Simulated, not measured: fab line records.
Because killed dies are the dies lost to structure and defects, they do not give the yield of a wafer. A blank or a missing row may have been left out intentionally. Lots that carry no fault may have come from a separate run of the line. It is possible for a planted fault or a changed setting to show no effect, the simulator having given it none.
Comparing a struck lot with a sound one	flow nand-harc	36 out of 1159 route steps
Sound: the wafers L384.2, L384.3, L384.5. Struck: wafer L386.1 (left out: L386.2, L386.5 of the same lot, which were not struck); the cause appears at the end.
Order at every step that has rows: each side's tool, ch and its chambers, its first start. Under that, the readings that differ: sound wafers	struck wafers	difference of the means	sigmas: that difference in standard deviations of wafers without a fault.
alike: same words and numbers on both sides, and readings whose means sit less than 2 such deviations apart. not compared: any withheld reading, any reading some wafer has no value for, any bound like >300 that may hide the same value, and any number with overlapping values for which the record gives no deviation.
A row with sigmas, a row that says differs or no value, or rows on one side alone: a step with any of these is where the two part. Numbers that have no deviation but don't overlap get no sigmas and don't part them. A reading missing from all wafers of one side parts the sides only when that side holds two or more wafers.

first, 2 steps without rows for these wafers: NHARC_A_SLIT_PRECLEAN_19 (cleans in SC1); NHARC_A_SLIT_SRD_20.
NHARC_A_SLIT_CD_MEAS_21:
  struck on cd-sem-03, day 16 17:52; sound on cd-sem-02, day 15 02:21
  alike: cd-nm
then, 3 steps without rows for these wafers: NHARC_A_SIN_REMOVE_WET_00 (chemistry H3PO4, time 15300 s); NHARC_A_SIN_REMOVE_PRECLEAN_01 (cleans in SC1); NHARC_A_SIN_REMOVE_SRD_02.
NHARC_A_SIN_REMOVE_INSPECT_04:
  struck on defect-inspect-02, day 17 01:32; sound on defect-inspect-01, day 15 10:02
  alike: raw-defect-count
then, 3 steps without rows for these wafers: NHARC_A_WL_FILL_ALD_00 (deposits Al2O3, target thk 3 nm, pulse time 3 s, ald cycles 30); NHARC_A_WL_FILL_RTA_01 (time 5 s); NHARC_A_WL_FILL_ALD_02 (deposits TiN, target thk 2 nm, pulse time 3 s, ald cycles 100).
NHARC_A_WL_FILL_CVD_03: deposits W, target thk 40 nm, time 3302 s.
  sound on cvd-w-01 ch 0,1, day 15 14:30; struck on cvd-w-01 ch 1, day 17 08:37
reading	sound	struck	difference	sigmas
mfc-ar-sccm (sccm)	1562 1567 1562	1552	-12	-2
  alike: heater-power-w, mfc-h2-sccm, throttle-valve-pct
then, 14 steps without rows for these wafers: NHARC_A_WL_FILL_ETCHBACK_04 (etches the open film in NF3, target depth 60 nm, time 120 s); NHARC_A_WL_FILL_ETCHBACK_05 (etches the open film in Cl2/BCl3, target depth 22 nm, time 60 s); NHARC_A_WL_FILL_STRIP_27 (strips in N2/H2, time 20 s); NHARC_A_WL_FILL_STRIP_28 (strips in post etch residue remover, time 1200 s); NHARC_A_WL_FILL_PRECLEAN_06 (cleans in DIW, time 300 s); NHARC_A_WL_FILL_SRD_07; NHARC_A_WL_FILL_ANNEAL_08 (time 1800 s); NHARC_A_WL_FILL_ALD_10 (deposits SiO2, target thk 50 nm, pulse time 10 s, ald cycles 500); NHARC_A_WL_FILL_ETCHBACK_16 (etches the open film in C4F8/O2/Ar, target depth 88 nm, time 17.6 s); NHARC_A_WL_FILL_STRIP_29 (strips in O2, time 20 s); NHARC_A_WL_FILL_ETCHBACK_17 (etches the open film in Cl2/BCl3, target depth 4 nm, time 26.7 s); NHARC_A_WL_FILL_PRECLEAN_18 (cleans in dHF, time 30 s); NHARC_A_WL_FILL_SRD_21; NHARC_A_WL_FILL_CVD_23 (deposits poly-Si, target thk 40 nm, time 800 s).
NHARC_A_WL_FILL_ETCHBACK_26: etches the open film in HBr, target depth 52 nm, time 13.3 s.
  sound on rie-si-04 ch 2,3, day 16 08:50; struck on rie-si-05 ch 1, day 18 04:06
reading	sound	struck	difference	sigmas
chamber-pressure-mTorr (mTorr)	15.011 15.023 15.011	14.988	-0.027	-2
  alike: drypump-motor-current-A, oes-product-au, throttle-valve-pct
  not compared: rf-hours-counter-h
then, 3 steps without rows for these wafers: NHARC_A_WL_FILL_PRECLEAN_30 (cleans in dHF, time 10 s); NHARC_A_WL_FILL_SRD_14; NHARC_A_WL_FILL_ALD_19 (deposits TiN, target thk 2 nm, pulse time 3 s, ald cycles 100).
NHARC_A_WL_FILL_CVD_20: deposits W, target thk 75 nm, time 5064 s.
  sound: cvd-w-02 ch 0,1; struck: cvd-w-01 ch 0
  alike: heater-power-w, mfc-ar-sccm, mfc-h2-sccm, throttle-valve-pct
NHARC_A_WL_FILL_CMP_12: polishes, t overpolish 30 s, target thk 75 nm.
  sound on cmp-02 ch 0,1,3, day 16 16:38; struck on cmp-04 ch 2, day 18 12:36
reading	sound	struck	difference	sigmas
time-to-endpoint-s (s)	19.4 17.4 15.5	11.9	-5.5	-2
  alike: motor-current-A, overpolish-run-s
then, 1 step without rows for these wafers: NHARC_A_WL_FILL_SRD_31.
NHARC_A_WL_FILL_INSPECT_15:
  struck on defect-inspect-02, day 18 13:02; sound on defect-inspect-02, day 16 17:05
  alike: raw-defect-count
NHARC_A_CONTACT_DEP_24: deposits SiO2, target thk 500 nm.
  the record has rows for the sound wafers here (pecvd-01 ch 1,2, day 16 17:09) and none for the struck ones
NHARC_A_CONTACT_DEP_28: deposits aC, target thk 3600 nm.
  the record has rows for the sound wafers here (acl-dep-02 ch 0, day 16 21:31) and none for the struck ones
-- the record jumps here: 3 days lie between the struck wafers' starts before and after (it left off in module A_CONTACT and takes up again in module END, whose first step shown is number 1159 of the route) --
NHARC_END_SORT_01:
  only the struck wafers appear in the record here, on prober-01 ch 0 at day 21 15:18; the sound ones have no rows

WHERE THEY PART
Earliest at NHARC_A_WL_FILL_CVD_03; latest, in this record, at NHARC_END_SORT_01.

WHY: what the simulator had put in
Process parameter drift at NHARC_A_WL_FILL_CVD_03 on cvd-w-01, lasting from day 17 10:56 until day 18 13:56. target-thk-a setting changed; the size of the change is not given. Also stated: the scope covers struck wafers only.
